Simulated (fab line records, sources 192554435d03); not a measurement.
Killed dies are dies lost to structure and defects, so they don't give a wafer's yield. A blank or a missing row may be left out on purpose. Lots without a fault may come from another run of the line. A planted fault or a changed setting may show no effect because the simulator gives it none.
Which tool did it? | flow n5_finfet | 22 lots, 66 wafers sampled, at 1 step of a route of 1938

WHAT THE GAUGES READ, wafer by wafer
N5_BEOL_M0_CUTY_INSPECT_59: inspects for defects (macro).
lot  | measured     | on                | raw_defect_count
L074 | day 5 17:46  | defect_inspect-01 | 2 2 1
L075 | day 5 23:32  | defect_inspect-02 | 1 2 2
L076 | day 6 01:30  | defect_inspect-02 | 0 2 2
L077 | day 6 13:02  | defect_inspect-02 | 2 1 0
L078 | day 6 16:47  | defect_inspect-01 | 1 0 4
L079 | day 7 00:07  | defect_inspect-02 | 1 3 1
L080 | day 7 09:46  | defect_inspect-02 | 2 3 5
L082 | day 7 17:10  | defect_inspect-01 | 2 4 3
L081 | day 7 18:07  | defect_inspect-01 | 1 2 1
L083 | day 8 00:08  | defect_inspect-01 | 0 0 1
L084 | day 8 04:25  | defect_inspect-01 | 1 2 0
L085 | day 8 19:53  | defect_inspect-02 | 2 3 3
L086 | day 8 23:25  | defect_inspect-02 | 3 2 1
L087 | day 9 02:17  | defect_inspect-01 | 2 1 1
L089 | day 9 11:06  | defect_inspect-02 | 1 2 5
L090 | day 9 17:46  | defect_inspect-01 | 1 2 3
L091 | day 9 22:33  | defect_inspect-02 | 0 2 2
L092 | day 10 06:07 | defect_inspect-02 | 1 1 2
L093 | day 10 18:39 | defect_inspect-02 | 1 3 2
L094 | day 10 19:46 | defect_inspect-02 | 3 1 1
L095 | day 11 01:08 | defect_inspect-01 | 1 5 2
L096 | day 11 06:46 | defect_inspect-01 | 3 3 2

WHICH TOOL RAN EACH LOT (tool, then ch and the chambers of the sampled wafers, then the start)
The record holds no process step before these readings.

WHAT THE TOOLS THEMSELVES READ (means of the sampled wafers that have a number; where no wafer has one, the mark that the record gives instead)
The record holds no such reading with a usual standard deviation.

THE ANSWER, worked out from the rows above alone
Rule: what is usual is taken from the lots themselves. Put in order of their means at a reading, lots are off if they are a third of the lots or fewer, leave a main group of 4 or more, and stand apart from it by a gap of 3 or more times the standard deviation of the main group's means; of several such gaps the widest counts. A main group whose means are all the same, to the digits that the tables above print for the reading, isn't used. A lot without any number at a reading at which 4 lots or more have one is off too. The other lots that the step has rows for count as sound. The gauges are gone through in route order, then the tools' own readings, and for those a lot's mean is taken as printed above. The first step at which some lot is off is used, and at that step the reading that is off furthest; a lot without a number counts as furthest.
No lot is off at any reading shown: from this, nothing can be told.

WHAT THE SIMULATOR HAD PUT IN
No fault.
